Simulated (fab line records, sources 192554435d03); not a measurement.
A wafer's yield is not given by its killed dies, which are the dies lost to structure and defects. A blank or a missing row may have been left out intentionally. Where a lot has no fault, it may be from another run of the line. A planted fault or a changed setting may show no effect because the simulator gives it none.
fab line records	flow n5-finfet
record: lots: 24	wafers: 72	last-day: 19
route steps=1938 shown BEOL_M0@726 BEOL_M1@764
lots that met no fault: taken from a fault-free run of the same line
start-h: the number of hours between the record's first day and the start of the first shown wafer of the lot	wait-h: how many hours have passed since the lot's step before this one	" repeats the value in the row above	L1.1+2: one row covering several wafers at once	- no value present, or no start provided	* or withheld: withheld	< > ~ a bound
route shown NAME@n: a module of which the file shows steps, and the number in the route of the first	usual: average and standard deviation across the fault-free wafers	same: alike in all rows	chamber/n: place in a boat	sites: the reading at each site	_std_site: standard deviation across them	_edge_site: mean of outer sites minus mean of inner sites	radius-mm: how far each site lies from the wafer's centre	mask NAME#n: copy n	behind: tool/chamber where the wafer was last shaped	hold: why the lot was held/for how many hours/how that ended	device: the n, p or np transistor that did not switch	end of line: at the end of the route, the tests of the same wafers	a step without rows: its recipe alone	killed: dies that structure and defects cost at the first sort, which is not the same as the wafer's yield	map: shows each die of a wafer: x if killed, . if not, _ if none is there
set.NAME: setting as actually run; set.NAME@STEP: the setting as run at that earlier step	model.NAME: the simulator's own value behind a step, which no gauge read
route steps across a sampled set of lots; one table per step, one row per wafer
services: when a tool's chamber went out of use (start-h, in hours from the record's first day, below 0 if earlier), for how many hours, and the reason
== steps ==
step: N5_BEOL_M0_ETCH_109
recipe: chemistry: CH3F/O2	target-depth-a: 80	overetch-a: 24	target: SiCN	time-s: 27.4	ion-energy-ev: 120	pressure-mtorr: 30	source-w: 395	bias-w: 75	Ar_flow_sccm: 150	CH3F_flow_sccm: 30	O2_flow_sccm: 20
usual: chamber-pressure-mTorr: 29.998/0.028	drypump-motor-current-A: 5.5/0.44	oes-product-au: 0.67/0.075	rf-fwd-power-W: 393.4/1.2	rf-vpp-V: 297.6/1.5	showerhead-plenum-p-Torr: 2.01/0.063	throttle-valve-pct: 16.33/0.23
lot.wafer	tool	chamber	start-h	wait-h	chamber-pressure-mTorr	drypump-motor-current-A	oes-product-au	rf-fwd-power-W	rf-hours-counter-h	rf-vpp-V	showerhead-plenum-p-Torr	throttle-valve-pct
L074.2	rie-diel-03	2	113.52	0.5	30.033	5.2	0.61	393.5	161	294.5	1.92	16.57
L074.3	"	0	"	"	29.976	5.0	0.76	392.7	18	298.5	2.03	16.13
L074.5	"	3	"	"	30.020	4.9	0.60	392.2	-	296.6	1.89	16.55
L075.3	rie-diel-04	0	120.74	0.0	30.024	5.8	0.63	393.8	190	299.6	2.06	16.21
L075.4	"	2	"	"	30.002	6.2	0.60	392.2	-	295.5	1.89	16.55
L075.6	"	1	"	"	30.039	5.7	0.67	395.2	-	296.3	2.01	16.52
L076.1	rie-diel-04	1	142.54	0.0	29.997	5.7	0.64	393.6	172	298.1	2.01	16.54
L076.5	"	0	"	"	29.963	5.8	0.61	396.1	-	298.6	2.06	16.22
L076.6	"	3	"	"	30.040	6.0	0.82	393.4	-	299.1	2.03	16.16
L077.1	rie-diel-03	2	147.13	1.1	30.005	5.3	0.62	393.1	171	295.1	1.91	16.58
L077.2	"	1	"	"	29.986	5.8	0.60	395.1	210	297.4	1.98	16.16
L077.5	"	1	"	"	30.005	5.8	0.61	394.3	-	297.2	1.98	16.16
L078.2	rie-diel-03	2	149.12	0.0	29.992	5.2	0.62	394.9	172	295.0	1.91	16.59
L078.3	"	0	"	"	29.921	5.0	0.75	392.0	32	296.5	2.02	16.15
L078.6	"	2	"	"	30.031	5.2	0.63	392.9	-	295.7	1.91	16.58
L080.1	rie-diel-02	2	156.97	0.3	30.038	5.2	0.65	394.7	113	299.3	2.09	16.08
L080.3	"	1	"	"	29.985	5.5	0.61	393.1	239	295.1	1.98	16.68
L080.4	"	0	"	"	29.971	6.3	0.71	394.7	-	299.4	2.03	16.52
L079.1	rie-diel-02	1	157.04	0.2	29.998	5.5	0.60	394.8	239	296.5	1.98	16.67
L079.2	"	0	"	"	30.015	6.3	0.70	392.3	72	297.8	2.03	16.52
L079.3	"	2	"	"	29.971	5.2	0.65	391.2	113	299.8	2.09	16.09
L081.1	rie-diel-02	0	159.91	0.0	29.964	6.3	0.69	393.4	73	297.3	2.03	16.53
L081.2	"	2	"	"	30.007	5.2	0.65	394.8	114	298.0	2.09	16.09
L081.4	"	3	"	"	30.012	5.7	0.84	391.0	0	297.1	1.97	16.00
L082.1	rie-diel-02	0	176.97	0.2	29.994	6.3	0.71	394.1	79	298.9	2.02	16.53
L082.2	"	2	"	"	30.022	5.2	0.66	394.8	120	298.6	2.09	16.09
L082.5	"	1	"	"	29.976	5.5	0.60	395.6	-	296.5	1.98	16.68
L084.2	rie-diel-02	0	179.66	0.1	29.984	6.3	0.70	392.4	79	297.7	2.02	16.53
L084.4	"	3	"	"	29.987	5.7	0.82	392.4	6	297.9	1.97	16.01
L084.6	"	1	"	"	30.002	5.5	0.58	394.0	-	294.8	1.98	16.70
L083.1	rie-diel-02	2	182.46	0.0	29.993	5.2	0.65	394.1	121	299.3	2.09	16.09
L083.2	"	3	"	"	30.015	5.7	0.81	391.7	7	297.0	1.96	15.99
L083.5	"	1	"	"	29.990	5.4	0.60	392.4	-	296.3	1.98	16.70
L085.3	rie-diel-03	2	189.37	0.0	30.017	5.2	0.61	391.7	187	295.5	1.91	16.61
L085.5	"	3	"	"	29.991	4.8	0.78	393.3	-	299.9	2.13	16.07
L085.6	"	2	"	"	29.970	5.2	0.62	392.9	-	295.7	1.91	16.62
L088.1	rie-diel-02	0	203.26	0.1	29.969	6.3	0.68	392.8	90	298.4	2.02	16.56
L088.2	"	3	"	"	30.017	5.7	0.79	393.9	17	297.6	1.96	16.05
L088.4	"	2	"	"	29.946	5.2	0.67	394.4	-	298.1	2.08	16.10
L086.1	rie-diel-03	1	203.27	0.1	30.010	5.8	0.59	394.1	230	296.3	1.97	16.20
L086.2	"	2	"	"	29.991	5.3	0.60	394.1	191	296.0	1.91	16.61
L086.4	"	1	"	"	30.023	5.8	0.59	393.7	-	294.8	1.97	16.21
L087.4	rie-diel-03	0	205.11	0.1	30.010	5.0	0.73	392.8	50	297.9	2.02	16.19
L087.5	"	2	"	"	30.077	5.2	0.60	394.2	-	295.8	1.91	16.62
L087.6	"	1	"	"	30.008	5.8	0.60	391.8	-	296.9	1.97	16.20
L089.1	rie-diel-04	2	211.00	0.4	30.033	6.2	0.77	392.2	15	299.9	2.14	16.13
L089.3	"	0	"	"	30.028	5.8	0.59	394.7	222	297.5	2.05	16.26
L089.5	"	0	"	"	29.942	5.8	0.60	393.4	-	298.6	2.05	16.29
L090.1	rie-diel-03	0	214.07	0.1	29.954	5.0	0.72	392.7	53	299.3	2.02	16.19
L090.2	"	1	"	"	29.995	5.8	0.59	393.0	234	299.2	1.97	16.22
L090.4	"	3	"	"	29.967	4.9	0.75	392.9	19	299.9	2.13	16.08
L091.1	rie-diel-02	1	219.78	0.1	30.023	5.5	0.84	392.2	2	295.9	1.97	16.24
L091.3	"	3	"	"	29.961	5.7	0.78	392.9	23	296.0	1.96	16.05
L091.6	"	3	"	"	30.052	5.7	0.78	391.3	-	296.3	1.96	16.03
L092.3	rie-diel-03	3	227.52	0.0	29.989	4.8	0.77	392.0	24	299.1	2.13	16.10
L092.4	"	0	"	"	29.995	5.0	0.71	392.0	57	297.1	2.02	16.20
L092.5	"	0	"	"	29.953	5.0	0.72	392.0	-	299.5	2.02	16.21
L093.1	rie-diel-03	0	232.42	0.0	29.977	5.0	0.71	392.9	59	296.1	2.01	16.22
L093.3	"	2	"	"	29.974	5.2	0.62	395.2	201	296.2	1.90	16.64
L093.5	"	1	"	"	30.010	5.8	0.59	392.3	-	297.8	1.97	16.21
L094.1	rie-diel-03	1	238.57	0.0	30.002	5.8	0.59	393.7	242	295.0	1.97	16.22
L094.2	"	0	"	"	29.998	5.0	0.70	394.4	61	297.7	2.01	16.21
L094.5	"	0	"	"	30.030	5.0	0.71	393.8	-	298.3	2.01	16.21
L095.1	rie-diel-02	3	245.07	0.0	29.951	5.7	0.75	394.8	31	298.3	1.96	16.05
L095.5	"	1	"	"	30.053	5.5	0.81	392.2	-	295.7	1.97	16.28
L095.6	"	0	"	"	29.983	6.3	0.70	394.9	-	297.5	2.02	16.58
L096.3	rie-diel-04	3	252.45	0.1	29.986	6.0	0.74	394.9	43	297.5	2.02	16.23
L096.5	"	1	"	"	29.969	5.7	0.62	394.2	-	298.2	2.00	16.57
L096.6	"	0	"	"	30.020	5.8	0.60	393.0	-	298.9	2.05	16.30
L097.1	rie-diel-04	3	252.79	0.0	29.971	6.0	0.76	393.3	43	297.9	2.02	16.24
L097.3	"	1	"	"	30.017	5.7	0.62	395.7	204	296.8	2.00	16.59
L097.5	"	1	"	"	29.981	5.7	0.63	394.6	-	297.3	2.00	16.60
step: N5_BEOL_M0_SPUTTER_134
recipe: material: Cu	target-thk-a: 40	temp-c: -20	chamber-pressure-pa: 0.07	power-w: withheld	time-s: 7.37
usual: throttle-valve-pct: 29.7/1.4
lot.wafer	tool	chamber	start-h	wait-h	throttle-valve-pct
L074.2	pvd-sputter-03	-	115.17	0.0	28.0
L074.3	"	-	"	"	28.8
L074.5	"	-	"	"	27.7
L075.3	pvd-sputter-03	-	122.53	0.0	27.7
L075.4	"	-	"	"	28.7
L075.6	"	-	"	"	27.9
L076.1	pvd-sputter-03	-	145.02	0.0	29.4
L076.5	"	-	"	"	28.9
L076.6	"	-	"	"	29.1
L077.1	pvd-sputter-01	-	149.54	0.0	30.9
L077.2	"	-	"	"	28.2
L077.5	"	-	"	"	28.5
L078.2	pvd-sputter-03	-	151.84	0.0	28.8
L078.3	"	-	"	"	27.9
L078.6	"	-	"	"	28.0
L079.1	pvd-sputter-03	-	159.08	0.0	27.9
L079.2	"	-	"	"	29.9
L079.3	"	-	"	"	28.8
L080.1	pvd-sputter-03	-	159.52	0.0	29.8
L080.3	"	-	"	"	28.6
L080.4	"	-	"	"	27.9
L081.1	pvd-sputter-03	-	161.00	0.0	28.1
L081.2	"	-	"	"	28.8
L081.4	"	-	"	"	28.7
L082.1	pvd-sputter-03	-	179.33	0.0	28.0
L082.2	"	-	"	"	29.1
L082.5	"	-	"	"	27.9
L084.2	pvd-sputter-03	-	180.81	0.0	28.9
L084.4	"	-	"	"	28.8
L084.6	"	-	"	"	29.0
L083.1	pvd-sputter-02	-	185.05	0.0	28.9
L083.2	"	-	"	"	31.3
L083.5	"	-	"	"	31.2
L085.3	pvd-sputter-02	-	191.28	0.0	31.3
L085.5	"	-	"	"	31.2
L085.6	"	-	"	"	31.6
L088.1	pvd-sputter-03	-	204.20	0.0	28.4
L088.2	"	-	"	"	27.8
L088.4	"	-	"	"	29.6
L086.1	pvd-sputter-03	-	204.64	0.0	28.1
L086.2	"	-	"	"	29.3
L086.4	"	-	"	"	28.8
L087.4	pvd-sputter-03	-	207.84	0.0	27.8
L087.5	"	-	"	"	28.8
L087.6	"	-	"	"	28.7
L089.1	pvd-sputter-02	-	213.82	0.0	31.5
L089.3	"	-	"	"	28.7
L089.5	"	-	"	"	28.9
L090.1	pvd-sputter-01	-	217.11	0.0	30.8
L090.2	"	-	"	"	32.6
L090.4	"	-	"	"	28.5
L091.1	pvd-sputter-01	-	221.45	0.0	31.3
L091.3	"	-	"	"	28.5
L091.6	"	-	"	"	32.8
L092.3	pvd-sputter-01	-	230.33	0.0	32.7
L092.4	"	-	"	"	28.6
L092.5	"	-	"	"	28.4
L093.1	pvd-sputter-01	-	235.13	0.0	31.1
L093.3	"	-	"	"	28.6
L093.5	"	-	"	"	30.6
L094.1	pvd-sputter-01	-	241.52	0.0	32.5
L094.2	"	-	"	"	28.7
L094.5	"	-	"	"	31.0
L095.1	pvd-sputter-02	-	246.74	0.0	29.0
L095.5	"	-	"	"	30.0
L095.6	"	-	"	"	31.6
L096.3	pvd-sputter-02	-	253.99	0.0	31.7
L096.5	"	-	"	"	30.0
L096.6	"	-	"	"	28.6
L097.1	pvd-sputter-02	-	254.47	0.0	31.5
L097.3	"	-	"	"	31.2
L097.5	"	-	"	"	31.3
step: N5_BEOL_M0_SPUTTER_141
recipe: material: Cu	target-thk-a: 40	temp-c: -20	chamber-pressure-pa: 0.07	power-w: withheld	time-s: 7.37
usual: throttle-valve-pct: 29.7/1.3
lot.wafer	tool	chamber	start-h	wait-h	throttle-valve-pct
L074.2	pvd-sputter-03	-	115.29	0.0	28.0
L074.3	"	-	"	"	28.9
L074.5	"	-	"	"	27.9
L075.3	pvd-sputter-03	-	122.65	0.0	27.7
L075.4	"	-	"	"	29.0
L075.6	"	-	"	"	27.9
L076.1	pvd-sputter-03	-	145.14	0.0	29.6
L076.5	"	-	"	"	28.8
L076.6	"	-	"	"	29.0
L077.1	pvd-sputter-01	-	149.66	0.0	30.9
L077.2	"	-	"	"	28.6
L077.5	"	-	"	"	28.5
L078.2	pvd-sputter-03	-	151.96	0.0	28.7
L078.3	"	-	"	"	27.8
L078.6	"	-	"	"	27.9
L079.1	pvd-sputter-03	-	159.20	0.0	27.8
L079.2	"	-	"	"	29.6
L079.3	"	-	"	"	28.9
L080.1	pvd-sputter-03	-	159.64	0.0	29.7
L080.3	"	-	"	"	29.2
L080.4	"	-	"	"	27.8
L081.1	pvd-sputter-03	-	161.12	0.0	28.0
L081.2	"	-	"	"	29.0
L081.4	"	-	"	"	28.9
L082.1	pvd-sputter-03	-	179.45	0.0	28.0
L082.2	"	-	"	"	28.8
L082.5	"	-	"	"	27.9
L084.2	pvd-sputter-03	-	180.93	0.0	29.0
L084.4	"	-	"	"	28.7
L084.6	"	-	"	"	29.0
L083.1	pvd-sputter-02	-	185.17	0.0	28.8
L083.2	"	-	"	"	31.1
L083.5	"	-	"	"	31.3
L085.3	pvd-sputter-02	-	191.40	0.0	31.1
L085.5	"	-	"	"	31.1
L085.6	"	-	"	"	31.4
L088.1	pvd-sputter-03	-	204.32	0.0	28.7
L088.2	"	-	"	"	27.9
L088.4	"	-	"	"	29.3
L086.1	pvd-sputter-03	-	204.76	0.0	28.1
L086.2	"	-	"	"	29.8
L086.4	"	-	"	"	28.8
L087.4	pvd-sputter-03	-	207.96	0.0	28.0
L087.5	"	-	"	"	29.0
L087.6	"	-	"	"	28.9
L089.1	pvd-sputter-02	-	213.94	0.0	31.2
L089.3	"	-	"	"	28.9
L089.5	"	-	"	"	28.8
L090.1	pvd-sputter-01	-	217.23	0.0	30.5
L090.2	"	-	"	"	32.8
L090.4	"	-	"	"	28.6
L091.1	pvd-sputter-01	-	221.57	0.0	30.8
L091.3	"	-	"	"	28.6
L091.6	"	-	"	"	32.6
L092.3	pvd-sputter-01	-	230.45	0.0	32.7
L092.4	"	-	"	"	28.8
L092.5	"	-	"	"	28.9
L093.1	pvd-sputter-01	-	235.25	0.0	30.7
L093.3	"	-	"	"	28.5
L093.5	"	-	"	"	30.6
L094.1	pvd-sputter-01	-	241.64	0.0	32.6
L094.2	"	-	"	"	28.5
L094.5	"	-	"	"	30.9
L095.1	pvd-sputter-02	-	246.86	0.0	28.8
L095.5	"	-	"	"	30.1
L095.6	"	-	"	"	31.4
L096.3	pvd-sputter-02	-	254.11	0.0	31.5
L096.5	"	-	"	"	30.3
L096.6	"	-	"	"	29.0
L097.1	pvd-sputter-02	-	254.59	0.0	31.1
L097.3	"	-	"	"	31.0
L097.5	"	-	"	"	31.4
step: N5_BEOL_M0_ANNEAL_119
recipe: temp-c: 225	time-s: 90	ambient: N2
usual: anneal-temp-c: 225.03/0.18	wafer_temp_C_max: 226.3/0.34
lot.wafer	tool	chamber	start-h	wait-h	anneal-temp-c	wafer_temp_C_max
L074.2	rtp-anneal-01	0	115.72	0.3	225.27	225.9
L074.3	"	0	"	"	225.20	226.5
L074.5	"	0	"	"	225.18	226.0
L075.3	rtp-anneal-01	0	124.70	1.9	225.17	226.0
L075.4	"	0	"	"	225.31	225.8
L075.6	"	0	"	"	225.28	225.8
L076.1	rtp-anneal-01	0	145.33	0.1	225.07	226.0
L076.5	"	0	"	"	225.18	226.3
L076.6	"	0	"	"	225.08	226.1
L077.1	rtp-anneal-02	0	149.89	0.1	225.01	226.3
L077.2	"	0	"	"	225.15	226.5
L077.5	"	0	"	"	225.45	226.9
L078.2	rtp-anneal-02	0	152.20	0.1	225.19	226.3
L078.3	"	0	"	"	225.05	226.8
L078.6	"	0	"	"	224.99	227.0
L079.1	rtp-anneal-01	0	159.40	0.1	224.97	226.4
L079.2	"	0	"	"	224.71	226.6
L079.3	"	0	"	"	225.03	226.3
L080.1	rtp-anneal-02	0	159.84	0.1	225.11	226.5
L080.3	"	0	"	"	225.09	227.3
L080.4	"	0	"	"	224.87	226.5
L081.1	rtp-anneal-02	0	161.46	0.2	224.58	226.5
L081.2	"	0	"	"	224.74	226.6
L081.4	"	0	"	"	224.78	226.9
L082.1	rtp-anneal-02	0	179.65	0.1	225.00	226.3
L082.2	"	0	"	"	224.77	226.2
L082.5	"	0	"	"	224.97	226.4
L084.2	rtp-anneal-02	0	181.17	0.1	225.03	226.9
L084.4	"	0	"	"	225.14	226.7
L084.6	"	0	"	"	225.04	226.6
L083.1	rtp-anneal-01	0	185.36	0.1	224.89	226.1
L083.2	"	0	"	"	225.04	226.3
L083.5	"	0	"	"	225.05	226.1
L085.3	rtp-anneal-01	0	191.68	0.1	225.28	226.1
L085.5	"	0	"	"	225.46	225.8
L085.6	"	0	"	"	225.19	226.6
L088.1	rtp-anneal-02	0	204.81	0.4	224.99	226.5
L088.2	"	0	"	"	224.99	226.3
L088.4	"	0	"	"	225.24	226.6
L086.1	rtp-anneal-02	0	205.08	0.2	224.94	226.4
L086.2	"	0	"	"	225.13	225.9
L086.4	"	0	"	"	224.85	226.7
L087.4	rtp-anneal-01	0	208.29	0.2	224.75	225.8
L087.5	"	0	"	"	225.24	225.9
L087.6	"	0	"	"	225.18	226.3
L089.1	rtp-anneal-01	0	214.14	0.1	225.04	226.0
L089.3	"	0	"	"	225.18	226.5
L089.5	"	0	"	"	225.14	226.3
L090.1	rtp-anneal-01	0	217.53	0.2	225.12	226.4
L090.2	"	0	"	"	224.96	226.6
L090.4	"	0	"	"	224.99	226.1
L091.1	rtp-anneal-01	0	221.77	0.1	224.99	226.1
L091.3	"	0	"	"	225.07	226.5
L091.6	"	0	"	"	225.18	225.8
L092.3	rtp-anneal-02	0	230.73	0.1	225.12	226.4
L092.4	"	0	"	"	225.22	226.4
L092.5	"	0	"	"	225.09	226.5
L093.1	rtp-anneal-01	0	235.44	0.1	224.84	226.1
L093.3	"	0	"	"	224.85	226.1
L093.5	"	0	"	"	225.06	226.0
L094.1	rtp-anneal-02	0	241.83	0.1	224.98	226.5
L094.2	"	0	"	"	225.05	227.1
L094.5	"	0	"	"	225.10	226.1
L095.1	rtp-anneal-02	0	247.06	0.1	224.89	226.3
L095.5	"	0	"	"	225.07	226.6
L095.6	"	0	"	"	225.01	226.6
L096.3	rtp-anneal-02	0	254.40	0.1	224.93	225.8
L096.5	"	0	"	"	224.64	226.1
L096.6	"	0	"	"	225.06	226.4
L097.1	rtp-anneal-01	0	254.79	0.1	225.04	226.0
L097.3	"	0	"	"	225.07	226.3
L097.5	"	0	"	"	225.25	226.2
step: N5_BEOL_M0_DEP_125
recipe: material: SiCN	target-thk-a: 80	temp-c: withheld	precursor: 3MS/NH3	pressure-torr: 3	rf-w: 202	time-s: 14
usual: rf-fwd-power-W: 200.0/0.73	showerhead-plenum-p-Torr: 3.664/0.014	throttle-valve-pct: 9.2/0.56
lot.wafer	tool	chamber	start-h	wait-h	rf-fwd-power-W	showerhead-plenum-p-Torr	throttle-valve-pct
L074.2	pecvd-04	0	116.54	0.0	200.5	3.643	8.7
L074.3	"	2	"	"	198.4	3.641	8.3
L074.5	"	1	"	"	198.8	3.681	9.8
L075.3	pecvd-04	0	125.48	0.0	200.8	3.645	8.8
L075.4	"	1	"	"	200.7	3.683	9.7
L075.6	"	1	"	"	200.4	3.668	9.9
L076.1	pecvd-04	2	146.12	0.0	198.9	3.652	8.5
L076.5	"	0	"	"	200.1	3.643	8.8
L076.6	"	2	"	"	198.9	3.645	8.3
L077.1	pecvd-02	2	150.67	0.0	199.8	3.676	9.8
L077.2	"	1	"	"	200.5	3.669	9.7
L077.5	"	1	"	"	200.2	3.666	9.7
L078.2	pecvd-04	0	153.05	0.0	201.1	3.649	8.8
L078.3	"	0	"	"	201.0	3.642	9.0
L078.6	"	2	"	"	199.5	3.651	8.6
L079.1	pecvd-01	0	160.19	0.0	200.9	3.679	9.6
L079.2	"	2	"	"	200.6	3.662	8.8
L079.3	"	1	"	"	200.8	3.664	9.6
L080.1	pecvd-04	2	160.71	0.0	198.0	3.649	8.1
L080.3	"	0	"	"	201.0	3.643	8.9
L080.4	"	0	"	"	200.6	3.653	8.9
L081.1	pecvd-01	0	162.25	0.0	200.8	3.683	9.4
L081.2	"	1	"	"	200.2	3.662	9.6
L081.4	"	1	"	"	199.5	3.665	9.8
L082.1	pecvd-04	0	180.46	0.0	198.9	3.650	8.8
L082.2	"	1	"	"	199.9	3.680	9.9
L082.5	"	1	"	"	200.5	3.673	10.1
L084.2	pecvd-02	1	181.91	0.0	199.8	3.674	9.6
L084.4	"	2	"	"	200.1	3.665	9.6
L084.6	"	1	"	"	199.2	3.672	9.6
L083.1	pecvd-01	0	186.16	0.0	201.1	3.670	9.3
L083.2	"	2	"	"	199.9	3.659	9.0
L083.5	"	0	"	"	201.6	3.679	9.7
L085.3	pecvd-02	0	192.41	0.0	200.5	3.673	9.0
L085.5	"	0	"	"	199.7	3.682	9.0
L085.6	"	2	"	"	200.4	3.675	9.6
L088.1	pecvd-04	2	205.61	0.0	200.5	3.650	8.3
L088.2	"	0	"	"	200.8	3.638	8.9
L088.4	"	1	"	"	199.9	3.680	9.8
L086.1	pecvd-02	0	206.03	0.0	200.0	3.684	9.1
L086.2	"	1	"	"	200.3	3.668	9.7
L086.4	"	1	"	"	199.7	3.671	9.7
L087.4	pecvd-04	0	208.96	0.0	200.0	3.648	9.0
L087.5	"	1	"	"	200.8	3.675	9.6
L087.6	"	2	"	"	199.2	3.648	8.3
L089.1	pecvd-01	0	214.96	0.0	200.3	3.675	9.8
L089.3	"	1	"	"	200.1	3.653	9.9
L089.5	"	1	"	"	200.6	3.660	10.1
L090.1	pecvd-01	1	218.33	0.0	200.5	3.663	9.7
L090.2	"	0	"	"	199.8	3.680	9.4
L090.4	"	2	"	"	200.2	3.670	8.9
L091.1	pecvd-02	1	222.57	0.0	200.1	3.666	9.7
L091.3	"	1	"	"	199.9	3.670	9.5
L091.6	"	1	"	"	199.7	3.661	9.9
L092.3	pecvd-01	0	231.43	0.0	201.1	3.674	9.6
L092.4	"	1	"	"	200.3	3.663	9.9
L092.5	"	0	"	"	200.1	3.687	9.7
L093.1	pecvd-04	1	236.45	0.0	199.6	3.677	9.8
L093.3	"	0	"	"	199.5	3.640	8.8
L093.5	"	1	"	"	198.7	3.675	9.9
L094.1	pecvd-01	2	242.62	0.0	200.1	3.663	9.0
L094.2	"	0	"	"	201.7	3.674	9.6
L094.5	"	0	"	"	200.9	3.691	9.8
L095.1	pecvd-04	2	247.85	0.0	198.6	3.650	8.5
L095.5	"	0	"	"	200.0	3.642	8.7
L095.6	"	1	"	"	199.4	3.679	9.9
L096.3	pecvd-01	1	255.09	0.0	200.8	3.661	9.9
L096.5	"	1	"	"	199.0	3.657	10.0
L096.6	"	2	"	"	200.9	3.664	8.7
L097.1	pecvd-04	0	255.59	0.0	199.3	3.641	8.7
L097.3	"	2	"	"	199.8	3.652	8.2
L097.5	"	1	"	"	199.6	3.683	10.0
step: N5_BEOL_M1_CD_MEAS_11
recipe: target-cd-nm: 17.05	landing-energy-ev: 500	detector: se-inlens	polarity: opening
usual: cd-nm: 16.97/0.27
lot.wafer	tool	chamber	start-h	wait-h	cd-nm
L074.2	cd-sem-02	0	118.18	-	16.73
L074.3	"	0	"	"	16.94
L074.5	"	0	"	"	17.18
L075.3	cd-sem-02	0	126.16	-	16.81
L075.4	"	0	"	"	17.24
L075.6	"	0	"	"	17.48
L076.1	cd-sem-01	0	148.79	-	17.02
L076.5	"	0	"	"	17.02
L076.6	"	0	"	"	17.07
L077.1	cd-sem-03	0	152.85	-	16.88
L077.2	"	0	"	"	16.27
L077.5	"	0	"	"	17.35
L078.2	cd-sem-02	0	155.26	-	16.63
L078.3	"	0	"	"	17.18
L078.6	"	0	"	"	16.84
L079.1	cd-sem-03	0	160.88	-	17.21
L079.2	"	0	"	"	16.60
L079.3	"	0	"	"	16.81
L080.1	cd-sem-01	0	163.37	-	17.32
L080.3	"	0	"	"	17.01
L080.4	"	0	"	"	16.95
L081.1	cd-sem-01	0	163.58	-	17.02
L081.2	"	0	"	"	17.25
L081.4	"	0	"	"	17.24
L082.1	cd-sem-01	0	182.18	-	16.83
L082.2	"	0	"	"	16.96
L082.5	"	0	"	"	16.75
L084.2	cd-sem-01	0	182.72	-	16.91
L084.4	"	0	"	"	16.87
L084.6	"	0	"	"	16.85
L083.1	cd-sem-02	0	186.88	-	17.14
L083.2	"	0	"	"	16.61
L083.5	"	0	"	"	17.25
L085.3	cd-sem-01	0	193.56	-	16.82
L085.5	"	0	"	"	16.36
L085.6	"	0	"	"	17.11
L088.1	cd-sem-02	0	210.37	-	16.97
L088.2	"	0	"	"	17.01
L088.4	"	0	"	"	16.89
L086.1	cd-sem-03	0	210.53	-	17.03
L086.2	"	0	"	"	16.82
L086.4	"	0	"	"	17.01
L087.4	cd-sem-03	0	210.67	-	17.20
L087.5	"	0	"	"	17.17
L087.6	"	0	"	"	17.33
L089.1	cd-sem-01	0	216.96	-	16.92
L089.3	"	0	"	"	17.11
L089.5	"	0	"	"	17.32
L090.1	cd-sem-01	0	219.98	-	17.42
L090.2	"	0	"	"	17.07
L090.4	"	0	"	"	16.82
L091.1	cd-sem-01	0	224.58	-	17.21
L091.3	"	0	"	"	17.32
L091.6	"	0	"	"	16.85
L092.3	cd-sem-01	0	232.58	-	17.55
L092.4	"	0	"	"	16.81
L092.5	"	0	"	"	17.15
L093.1	cd-sem-02	0	238.87	-	16.97
L093.3	"	0	"	"	16.73
L093.5	"	0	"	"	16.39
L094.1	cd-sem-03	0	245.32	-	16.53
L094.2	"	0	"	"	16.88
L094.5	"	0	"	"	16.66
L095.1	cd-sem-03	0	248.90	-	16.48
L095.5	"	0	"	"	16.95
L095.6	"	0	"	"	16.74
L096.3	cd-sem-02	0	256.31	-	16.65
L096.5	"	0	"	"	16.42
L096.6	"	0	"	"	17.21
L097.1	cd-sem-03	0	256.50	-	16.79
L097.3	"	0	"	"	17.12
L097.5	"	0	"	"	16.98
== services ==
tool	chamber	start-h	hours	kind
pecvd-02	-	92.64	0.8	repair
pvd-sputter-03	-	94.96	13.8	repair
rie-diel-04	0	98.94	4.2	repair
pecvd-01	2	99.15	4.5	repair
pecvd-01	-	99.70	0.3	repair
pecvd-04	-	110.51	0.4	repair
rtp-anneal-02	-	120.30	3.9	pm
pecvd-04	2	123.59	16.5	scheduled-down
rie-diel-03	3	134.34	-	clean
rie-diel-03	3	134.34	-	consumable-replace:focus-ring
rie-diel-03	3	134.34	-	consumable-replace:showerhead
rie-diel-03	3	134.34	23.1	scheduled-down
rie-diel-03	3	134.34	23.1	vent-cycle
rie-diel-02	3	140.88	-	clean
rie-diel-02	3	140.88	-	consumable-replace:focus-ring
rie-diel-02	3	140.88	17.4	scheduled-down
rie-diel-04	0	148.13	4.3	repair
pecvd-04	1	151.27	2.1	scheduled-down
pvd-sputter-01	-	155.00	1.1	repair
pvd-sputter-01	-	161.50	48.4	repair
pecvd-02	2	196.28	4.4	repair
rie-diel-03	0	201.11	2.7	repair
pecvd-02	-	243.26	0.3	repair
rie-diel-04	2	244.17	16.4	repair
== key ==
fault none
